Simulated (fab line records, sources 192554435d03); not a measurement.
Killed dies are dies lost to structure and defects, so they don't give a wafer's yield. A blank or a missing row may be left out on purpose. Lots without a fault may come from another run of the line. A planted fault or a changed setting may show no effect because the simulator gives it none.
Chamber matching | flow n5_finfet | N5_GATE_CUT_STRIP_41 on rie_diel-02: 4 sister chambers
The step strips in CF4. 18 wafers are shown with their chamber, then 9 later ones without.

WAFERS WITH THEIR CHAMBER
wafer  | chamber | showerhead_plenum_p_Torr (Torr) | throttle_valve_pct (%) | oes_product_au (a.u.)
L075.1 | 1       | 1.91                            | 13.30                  | 0.216
L075.4 | 2       | 1.82                            | 13.46                  | 0.193
L075.5 | 1       | 1.91                            | 13.29                  | 0.226
L076.2 | 3       | 1.76                            | 13.27                  | 0.198
L076.3 | 2       | 1.82                            | 13.47                  | 0.198
L076.5 | 1       | 1.90                            | 13.30                  | 0.218
L078.1 | 1       | 1.90                            | 13.29                  | 0.209
L078.4 | 3       | 1.76                            | 13.27                  | 0.196
L078.6 | 1       | 1.90                            | 13.30                  | 0.216
L079.4 | 1       | 1.90                            | 13.30                  | 0.212
L079.5 | 1       | 1.90                            | 13.30                  | 0.207
L079.6 | 2       | 1.82                            | 13.47                  | 0.195
L081.1 | 2       | 1.82                            | 13.49                  | 0.187
L081.4 | 0       | 1.81                            | 13.18                  | 0.193
L081.5 | 2       | 1.82                            | 13.48                  | 0.199
L086.1 | 1       | 1.90                            | 13.30                  | 0.208
L086.4 | 2       | 1.82                            | 13.49                  | 0.182
L086.5 | 3       | 1.75                            | 13.30                  | 0.191

SIGNATURES (means of the wafers above)
reading                  | chamber 0 | chamber 1 | chamber 2 | chamber 3 | scatter within a chamber
showerhead_plenum_p_Torr | 1.8100    | 1.9025    | 1.8200    | 1.7567    | 0.00393
throttle_valve_pct       | 13.1800   | 13.2975   | 13.4767   | 13.2800   | 0.0103
oes_product_au           | 0.19300   | 0.21400   | 0.19233   | 0.19500   | 0.00614
Rule: a wafer's distance from a chamber is the root of the sum, over the readings, of the square of ((its reading less the chamber's mean) divided by the reading's scatter). The wafer belongs to the nearest chamber; if the next one is less than 2 further off, it can't be placed. The scatter: the root of (the sum of the squares of (reading less its chamber's mean) over the shown wafers, divided by (wafers less chambers)).

WAFERS WITHOUT THEIR CHAMBER
wafer  | showerhead_plenum_p_Torr (Torr) | throttle_valve_pct (%) | oes_product_au (a.u.)
L085.3 | 1.81                            | 13.19                  | 0.187
L085.4 | 1.82                            | 13.52                  | 0.185
L085.5 | 1.81                            | 13.18                  | 0.190
L094.2 | 1.81                            | 13.56                  | 0.179
L094.4 | 1.81                            | 13.55                  | 0.190
L094.5 | 1.90                            | 13.38                  | 0.193
L097.1 | 1.80                            | 13.22                  | 0.188
L097.2 | 1.75                            | 13.33                  | 0.186
L097.5 | 1.81                            | 13.57                  | 0.186

WHICH CHAMBER EACH WENT THROUGH
wafer  | from the rows above | in truth
L085.3 | 0                   | 0
L085.4 | 2                   | 2
L085.5 | 0                   | 0
L094.2 | 2                   | 2
L094.4 | 2                   | 2
L094.5 | 1                   | 1
L097.1 | 0                   | 0
L097.2 | 3                   | 3
L097.5 | 2                   | 2
Placed correctly: 9 of 9. Can't be placed from these rows: 0. Placed wrongly: 0.
